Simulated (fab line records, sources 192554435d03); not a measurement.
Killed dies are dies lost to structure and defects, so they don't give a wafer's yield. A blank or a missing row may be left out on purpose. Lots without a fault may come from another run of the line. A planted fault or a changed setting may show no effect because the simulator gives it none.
Problem report in the 8D (eight disciplines) form, filled by code | flow n5_finfet | the parts of the form that need people (team, actions taken, sign-off) are left out

1. THE PROBLEM
head_pressure_psi at N5_ILD0_CMP_07 reads a mean of 2.841 psi on 6 wafers of 2 lots; wafers without a fault read 4.149 psi with a standard deviation of 0.0092. That is -99 or more standard deviations from the usual mean.
The step: polishes SiO2 flowable, stops on poly-Si, t overpolish 1.18 s, target thk 138.88 nm.
First seen on wafer L866.2, day 6 02:03, on cmp-02. The record holds 18 wafers of 6 lots with a number at this step. Rule for "out", or "out of limits": more than 4 standard deviations from the usual mean. The other wafers with a number count as sound.

2. WHAT IT IS AND WHAT IT IS NOT
question                    | is                     | is not
which readings at this step | head_pressure_psi      | -
which lots                  | L866, L872             | L857, L858, L874, L876
which wafers of those lots  | all that have a number | -
read on which tools         | cmp-02                 | cmp-03, cmp-04
when                        | from day 6 02:03       | up to then (6 sound wafers); but 6 sound wafers of L874, L876 came after

3. SUSPECTS, AND WHAT RULES EACH OUT
Counting: a tool at a process step up to the reading stays a suspect if it ran every lot that is out and no sound lot after the first of them.
- rtp_anneal-01 at N5_SD_ACTIVATION_RTA_00 (time 0 s): ruled out as a lasting fault. Sound lots L874 ran on it after its first lot that is out, L866 (day 5 22:34).
- laser_anneal-02 at N5_SD_ACTIVATION_LSA_01 (time 0.0008 s): ruled out as a lasting fault. Sound lots L874, L876 ran on it after its first lot that is out, L866 (day 5 22:47).
- ald_sin-04 at N5_ILD0_LINER_00 (material SiNx, target thk 4 nm, pulse time 1 s, purge time 2 s): ruled out as a lasting fault. Sound lots L874, L876 ran on it after its first lot that is out, L866 (day 5 23:22).
- cmp-02 at N5_ILD0_CMP_07 (polishes SiO2 flowable, stops on poly-Si, t overpolish 1.18 s, target thk 138.88 nm): kept. It ran every lot that is out, first L866 (day 6 02:03), and no sound lot after that; its last sound lot up to then is L857 (day 3 21:07). Its own readings are out on those wafers: head_pressure_psi.
Left after counting: cmp-02 at N5_ILD0_CMP_07.

4. THE CAUSE (what the simulator had put in)
Process parameter drift: cmp-02, from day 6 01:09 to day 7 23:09, at N5_ILD0_CMP_07. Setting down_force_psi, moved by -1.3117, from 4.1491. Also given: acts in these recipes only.
Counting left only this tool.

5. THE CHAIN OF EFFECTS, in route order
Each row: a reading whose mean over the struck wafers that have a number lies more than 3 standard deviations from the usual. Only readings for which the record gives a usual standard deviation are gone through. hours: the time from each lot's start at the first step in this table that gives one to its start at this step, as a median over the lots. sigmas: the change in usual standard deviations.
hours | step           | reading           | usual     | on struck wafers | change | sigmas
0     | N5_ILD0_CMP_07 | head_pressure_psi | 4.149 psi | 2.841            | -1.308 | -99 or more
The process steps in it:
- N5_ILD0_CMP_07: polishes SiO2 flowable, stops on poly-Si, t overpolish 1.18 s, target thk 138.88 nm.
Later measuring or inspecting steps at which every struck wafer that the step has a row for has a number for every such reading, and none has moved that far: N5_ILD0_THK_MEAS_08.

6. WHAT WOULD HAVE CAUGHT IT SOONER
In this record the first reading out of limits was taken at day 6 02:03, 1 hour after the fault began at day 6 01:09.
